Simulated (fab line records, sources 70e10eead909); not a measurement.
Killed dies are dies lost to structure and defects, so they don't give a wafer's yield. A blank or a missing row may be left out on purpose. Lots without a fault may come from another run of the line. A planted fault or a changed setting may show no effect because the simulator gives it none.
Which tool did it? | flow nand_harc | 12 lots, 36 wafers sampled, at 7 steps of a route of 1302

WHAT THE GAUGES READ, wafer by wafer
NHARC_A_SLIT_CD_MEAS_09: target cd 300 nm. Usual: cd_nm 300.0 nm, standard deviation 0.66.
lot  | measured     | on        | cd_nm (nm)        | flag
L811 | day 19 07:47 | cd_sem-01 | 299.7 300.3 300.4 |
L812 | day 20 04:05 | cd_sem-01 | 300.3 300.3 299.6 |
L814 | day 21 11:49 | cd_sem-01 | 300.5 300.2 299.8 |
L815 | day 21 12:54 | cd_sem-01 | 300.5 300.8 300.3 |
L817 | day 22 02:41 | cd_sem-03 | 300.7 300.6 300.8 |
L818 | day 22 23:10 | cd_sem-03 | 300.5 299.6 299.8 |
L823 | day 24 17:32 | cd_sem-03 | 298.9 299.6 299.2 |
L825 | day 25 04:43 | cd_sem-01 | 298.7 300.0 298.0 |
L830 | day 27 07:35 | cd_sem-02 | 300.3 300.0 300.2 |
L831 | day 27 16:29 | cd_sem-03 | 300.0 301.0 299.8 |
L833 | day 28 06:47 | cd_sem-02 | 299.4 299.4 300.1 |
L832 | day 28 06:38 | cd_sem-01 | 299.9 299.4 299.4 |

NHARC_A_SLIT_INSPECT_11. Usual: raw_defect_count 60, standard deviation 32.
lot  | measured     | on                | raw_defect_count | flag
L811 | day 19 07:55 | defect_inspect-02 | 67 54 63         |
L812 | day 20 04:12 | defect_inspect-01 | 57 64 57         |
L814 | day 21 11:56 | defect_inspect-01 | 18 34 18         |
L815 | day 21 13:01 | defect_inspect-01 | 107 111 101      |
L817 | day 22 02:49 | defect_inspect-02 | 66 79 88         |
L818 | day 22 23:17 | defect_inspect-02 | 34 21 21         |
L823 | day 24 17:40 | defect_inspect-02 | 742 768 807      | OFF
L825 | day 25 04:50 | defect_inspect-02 | 819 930 845      | OFF
L830 | day 27 07:43 | defect_inspect-02 | 52 40 60         |
L831 | day 27 16:37 | defect_inspect-01 | 72 59 73         |
L833 | day 28 06:55 | defect_inspect-02 | 66 77 67         |
L832 | day 28 06:46 | defect_inspect-02 | 7 13 18          |

NHARC_A_SIN_REMOVE_INSPECT_04. Usual: raw_defect_count 407, standard deviation 98.
lot  | measured     | on                | raw_defect_count | flag
L811 | day 19 19:53 | defect_inspect-02 | 430 435 377      |
L812 | day 20 16:31 | defect_inspect-02 | 448 396 379      |
L814 | day 22 00:53 | defect_inspect-01 | 574 368 342      |
L815 | day 22 00:53 | defect_inspect-02 | 557 462 433      |
L817 | day 22 20:03 | defect_inspect-02 | 408 518 531      |
L818 | day 23 16:07 | defect_inspect-02 | 224 218 206      |
L823 | day 25 06:38 | defect_inspect-02 | 987 1059 1050    | OFF
L825 | day 25 17:49 | defect_inspect-01 | 1129 1159 1148   | OFF
L830 | day 27 20:47 | defect_inspect-01 | 267 308 335      |
L831 | day 28 05:35 | defect_inspect-02 | 383 459 434      |
L833 | day 28 23:04 | defect_inspect-02 | 530 403 359      |
L832 | day 28 19:49 | defect_inspect-01 | 392 269 543      |

NHARC_END_SORT_01. Usual: killed_at_array 52, standard deviation 18; killed_at_other 1.0, standard deviation 1.4; killed_at_periphery 3.1, standard deviation 2.3; killed_dies 56, standard deviation 17; killed_open 3.0, standard deviation 1.7; killed_short 2.5, standard deviation 1.7.
lot  | measured     | on        | killed_at_array | killed_at_other | killed_at_periphery | killed_dies | killed_open | killed_short | flag
L823 | day 29 12:46 | prober-02 | 105 123 112     | 2 1 1           | 3 1 0               | 110 125 113 | 2 4 3       | 3 6 1        | OFF
L825 | day 29 11:35 | prober-01 | 104 136 118     | 1 1 4           | 2 4 2               | 107 141 124 | 1 1 4       | 1 2 0        | OFF

WHICH TOOL RAN EACH LOT (tool, then ch and the chambers of the sampled wafers, then the start)
lot  | NHARC_A_SLIT_DEP_00           | NHARC_A_SLIT_DEP_23             | NHARC_A_SLIT_ETCH_15
L811 | acl_dep-03 ch 0, day 19 04:36 | pecvd-01 ch 0,2, day 19 07:08   | rie_diel-01 ch 1,2,3, day 19 19:53 or earlier
L812 | acl_dep-01 ch 0, day 19 23:35 | pecvd-01 ch 0,1,2, day 20 03:24 | rie_diel-11 ch 0,1,3, day 20 16:31 or earlier
L814 | acl_dep-02 ch 0, day 21 07:23 | pecvd-01 ch 0,1, day 21 11:10   | rie_diel-01 ch 0,2,3, day 22 00:53 or earlier
L815 | acl_dep-01 ch 0, day 21 09:07 | pecvd-03 ch 0,1,2, day 21 12:14 | rie_diel-04 ch 1,2, day 22 00:53 or earlier
L817 | acl_dep-01 ch 0, day 22 00:06 | pecvd-02 ch 0,1,2, day 22 02:05 | rie_diel-01 ch 1,2, day 22 20:03 or earlier
L818 | acl_dep-03 ch 0, day 22 18:51 | pecvd-03 ch 0,1,2, day 22 22:37 | rie_diel-04 ch 0,1,2, day 23 16:07 or earlier
L823 | acl_dep-01 ch 0, day 24 13:13 | pecvd-02 ch 0,2, day 24 16:59   | rie_diel-04 ch 0,3, day 25 06:38 or earlier
L825 | acl_dep-01 ch 0, day 25 00:22 | pecvd-01 ch 0,2, day 25 04:09   | rie_diel-04 ch 0,2,3, day 25 17:49 or earlier
L830 | acl_dep-03 ch 0, day 27 03:07 | pecvd-03 ch 0,1,2, day 27 06:56 | rie_diel-04 ch 0,1,3, day 27 20:47 or earlier
L831 | acl_dep-02 ch 0, day 27 12:01 | pecvd-02 ch 0,1, day 27 15:51   | rie_diel-11 ch 0,1, day 28 05:35 or earlier
L833 | acl_dep-02 ch 0, day 28 02:19 | pecvd-01 ch 1,2, day 28 06:08   | rie_diel-11 ch 0,2,3, day 28 23:04 or earlier
L832 | acl_dep-01 ch 0, day 28 02:47 | pecvd-03 ch 0,2, day 28 05:59   | rie_diel-01 ch 0,1,3, day 28 19:49 or earlier
- NHARC_A_SLIT_DEP_00: deposits aC, target thk 6200 nm.
- NHARC_A_SLIT_DEP_23: deposits SiON, target thk 100 nm.
- NHARC_A_SLIT_ETCH_15: etches the open film in O2/COS, target depth 6200 nm, time 1612 s.

WHAT THE TOOLS THEMSELVES READ (means of the sampled wafers that have a number; where no wafer has one, the mark that the record gives instead)
NHARC_A_SLIT_DEP_00. Usual: throttle_valve_pct 34.999 %, standard deviation 0.0088.
lot  | tool       | throttle_valve_pct (%) | flag
L811 | acl_dep-03 | 34.997                 |
L812 | acl_dep-01 | 34.990                 |
L814 | acl_dep-02 | 35.001                 |
L815 | acl_dep-01 | 35.004                 |
L817 | acl_dep-01 | 34.999                 |
L818 | acl_dep-03 | 34.997                 |
L823 | acl_dep-01 | 35.000                 |
L825 | acl_dep-01 | 35.001                 |
L830 | acl_dep-03 | 35.004                 |
L831 | acl_dep-02 | 34.999                 |
L833 | acl_dep-02 | 35.008                 |
L832 | acl_dep-01 | 35.001                 |

NHARC_A_SLIT_DEP_23. Usual: heater_power_w 757 W, standard deviation 110.
lot  | tool     | heater_power_w (W) | flag
L811 | pecvd-01 | 681                |
L812 | pecvd-01 | 723                |
L814 | pecvd-01 | 708                |
L815 | pecvd-03 | 749                |
L817 | pecvd-02 | 837                |
L818 | pecvd-03 | 727                |
L823 | pecvd-02 | 810                |
L825 | pecvd-01 | 704                |
L830 | pecvd-03 | 746                |
L831 | pecvd-02 | 842                |
L833 | pecvd-01 | 685                |
L832 | pecvd-03 | 721                |

NHARC_A_SLIT_ETCH_15. Usual: drypump_motor_current_A 5.7 A, standard deviation 0.37; oes_product_au 1.000 a.u., standard deviation 0.013; rf_vpp_V 314.7 V, standard deviation 1.9; showerhead_plenum_p_Torr 3.16 Torr, standard deviation 0.13; throttle_valve_pct 28.330 %, standard deviation 0.01.
lot  | tool        | drypump_motor_current_A (A) | oes_product_au (a.u.) | rf_vpp_V (V) | showerhead_plenum_p_Torr (Torr) | throttle_valve_pct (%) | flag
L811 | rie_diel-01 | 5.8                         | 1.013                 | 315.9        | 3.22                            | 28.323                 |
L812 | rie_diel-11 | 5.7                         | 1.005                 | 315.2        | 3.24                            | 28.337                 |
L814 | rie_diel-01 | 6.0                         | 1.001                 | 314.6        | 3.12                            | 28.330                 |
L815 | rie_diel-04 | 5.5                         | 1.006                 | 316.3        | 3.26                            | 28.332                 |
L817 | rie_diel-01 | 5.8                         | 1.002                 | 315.8        | 3.28                            | 28.330                 |
L818 | rie_diel-04 | 5.4                         | 0.998                 | 314.0        | 3.15                            | 28.332                 |
L823 | rie_diel-04 | 5.3                         | 1.009                 | 311.9        | 2.95                            | 28.333                 |
L825 | rie_diel-04 | 5.5                         | 0.994                 | 313.7        | 3.08                            | 28.326                 |
L830 | rie_diel-04 | 5.2                         | 0.992                 | 312.9        | 3.02                            | 28.347                 |
L831 | rie_diel-11 | 5.8                         | 1.003                 | 316.6        | 3.27                            | 28.324                 |
L833 | rie_diel-11 | 5.8                         | 0.994                 | 315.1        | 3.19                            | 28.330                 |
L832 | rie_diel-01 | 6.1                         | 1.008                 | 314.0        | 3.11                            | 28.339                 |

THE ANSWER, worked out from the rows above alone
Rule: a lot is off if the mean of its wafers that have a number lies more than 3 standard deviations from the usual mean. A lot without any number at a reading at which 4 lots or more have one is off too. The other lots that the step has rows for count as sound. The gauges are gone through in route order, then the tools' own readings, and for those a lot's mean is taken as printed above. The first step at which some lot is off is used, and at that step the reading that is off furthest; a lot without a number counts as furthest.
Off: L823, L825, at NHARC_A_SLIT_INSPECT_11 (raw_defect_count).
A tool fits if, at a process step before that reading, it ran every lot that is off, and no sound lot after the first of them. The gauges at NHARC_A_SLIT_INSPECT_11 aren't tried: what is off there is off at NHARC_END_SORT_01 too, on other tools, and a gauge's error can't cause that. None of those tried fits.

WHAT THE SIMULATOR HAD PUT IN
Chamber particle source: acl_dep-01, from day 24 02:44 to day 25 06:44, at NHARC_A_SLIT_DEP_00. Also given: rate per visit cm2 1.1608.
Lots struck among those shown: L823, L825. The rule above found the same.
